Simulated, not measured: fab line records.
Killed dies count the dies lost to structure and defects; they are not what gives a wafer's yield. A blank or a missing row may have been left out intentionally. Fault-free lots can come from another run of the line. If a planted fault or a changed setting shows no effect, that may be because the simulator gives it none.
A lot that was struck, set against a sound lot    flow n5 finfet    34 steps out of a route of 1938
Sound: the wafers L512.1, L512.2, L512.4. Struck: wafers L521.1, L521.2, L521.6. Last of all comes the cause.
Each step with rows lists, per side, the tool, then ch with its chambers, then its first start. Under that, the readings that differ: sound wafers    struck wafers    difference of the means    sigmas: that difference in standard deviations of wafers without a fault.
alike: readings whose means differ by less than 2 such deviations, and words and numbers that are the same on both sides. not compared: withheld readings, readings that some wafer has no value for, bounds like >300 that may hide the same value, and numbers for which the record gives no deviation and whose values overlap.
Wherever a step has rows on one side only, a row that says differs or no value, or a row with sigmas, the two part there. When numbers do not overlap yet have no deviation, they are printed without sigmas and do not part them. Lack of a reading on every wafer of one side parts them only where that side has two or more wafers.

first, 9 steps without rows for these wafers: N5_BEOL_M8_EXPOSE_25 (exposes mask V7, target cd 40 nm); N5_BEOL_M8_PEB_26 (peb time 60 s); N5_BEOL_M8_DEVELOP_27 (develop time 30 s); N5_BEOL_M8_DESCUM_33 (chemistry O2, time 7 s); N5_BEOL_M8_ETCH_72 (etches underlayer in N2/H2, target depth 6.5 nm, time 5.2 s); N5_BEOL_M8_ETCH_65 (etches SiARC in CF4, target depth 15.6 nm, time 26 s); N5_BEOL_M8_ETCH_66 (etches SOC in N2/H2, target depth 80 nm, overetch 16 nm, time 120 s); N5_BEOL_M8_STRIP_69 (strips in N2/H2); N5_BEOL_M8_STRIP_73 (strips in N2/H2).
N5_BEOL_M8_VIA_ETCH_34: etches SiCOH lowk in C4F6/O2, target depth 125.5 nm, time 50.5 s.
  sound on rie diel-01 ch 0,1,3, day 10 12:39; struck on rie diel-05 ch 1,3, day 13 09:31
  alike: C4F6_flow_sccm, drypump motor current A, oes product au, rf vpp V, showerhead plenum p Torr, throttle valve pct
  not compared: rf hours counter h
then, 23 steps without rows for these wafers: N5_BEOL_M8_STRIP_76 (strips in C4F6/O2); N5_BEOL_M8_STRIP_36 (strips in N2/H2); N5_BEOL_M8_TRENCH_ETCH_37 (etches SiCOH lowk in C4F6/O2, target depth 93.478 nm, time 31.2 s); N5_BEOL_M8_ETCH_41 (etches SiCN in CH3F/O2, target depth 31.9 nm, time 57.8 s); N5_BEOL_M8_STRIP_80 (strips in N2/H2, time 10 s); N5_BEOL_M8_HM_STRIP_39 (strips TiN in peroxide tin strip, target depth 25 nm, time 158 s); N5_BEOL_M8_SRD_40 (time 30 s); N5_BEOL_M8_PRECLEAN_42 (cleans in residue remover, time 60 s); N5_BEOL_M8_SRD_43 (time 30 s); N5_BEOL_M8_CURE_75 (cures SiCOH lowk, time 120 s); N5_BEOL_M8_DEGAS_44 (time 60 s); N5_BEOL_M8_PRE_CLEAN_45 (time 30 s); N5_BEOL_M8_ALD_77 (deposits TaN, target thk 2 nm, pulse time 2 s, purge time 3 s); N5_BEOL_M8_SURFACE_TREAT_79; N5_BEOL_M8_CVD_78 (deposits Co from CCTBA/H2, target thk 2 nm, time 142.3 s); N5_BEOL_M8_SPUTTER_48 (material Cu, target thk 10 nm, time 1.667 s); N5_BEOL_M8_ECD_50 (material Cu, target thk 300 nm); N5_BEOL_M8_ANNEAL_51 (time 90 s); N5_BEOL_M8_CMP_52 (polishes, stops on SiCOH lowk, t overpolish 6.9 s, target thk 80 nm); N5_BEOL_M8_PRE_CLEAN_55 (time 15 s); N5_BEOL_M8_DEP_56 (deposits SiCN from 3MS/NH3, target thk 10 nm, time 17.5 s); N5_BEOL_M9_ILD_DEP_00 (deposits SiCOH lowk from DEMS/porogen, target thk 308.51 nm, time 58 s); N5_BEOL_M9_CURE_71 (cures SiCOH lowk, time 240 s).
-- here the record skips 4 days between the struck wafers' starts before and after, leaving off in module BEOL_M9 and picking up in module PASSIVATION (first step shown: number 1936 of the route) --
N5_PASSIVATION_PROBE_49:
  sound: prober-01 at day 13 17:31; struck: prober-02 at day 17 06:17
reading                   sound           struck          difference  sigmas
defect limited yield (%)  92.5 91.9 90.8  82.5 84.8 82.5  -8.5        -6
killed_at_M4_up           13 6 13         128 100 96      +97         +18
killed dies               88 96 109       206 179 206     +99         +6
killed on rim             11 9 20         30 29 25        +15         +3
sort_bin_5_function (%)   4.2 4.3 5.5     10.2 8.1 9.2    +4.5        +5
sort n pass               1092 1084 1071  974 1001 974    -99         -5
sort yield pct (%)        92.5 91.9 90.8  82.5 84.8 82.5  -8.5        -5
  alike: killed_at_M0_to_M3, killed at contacts, killed at front end, killed at other, killed open, killed short, sort_bin_6_memory

## WHERE THEY PART
Only at N5_PASSIVATION_PROBE_49, within this record.

WHY: what had been put in by the simulator
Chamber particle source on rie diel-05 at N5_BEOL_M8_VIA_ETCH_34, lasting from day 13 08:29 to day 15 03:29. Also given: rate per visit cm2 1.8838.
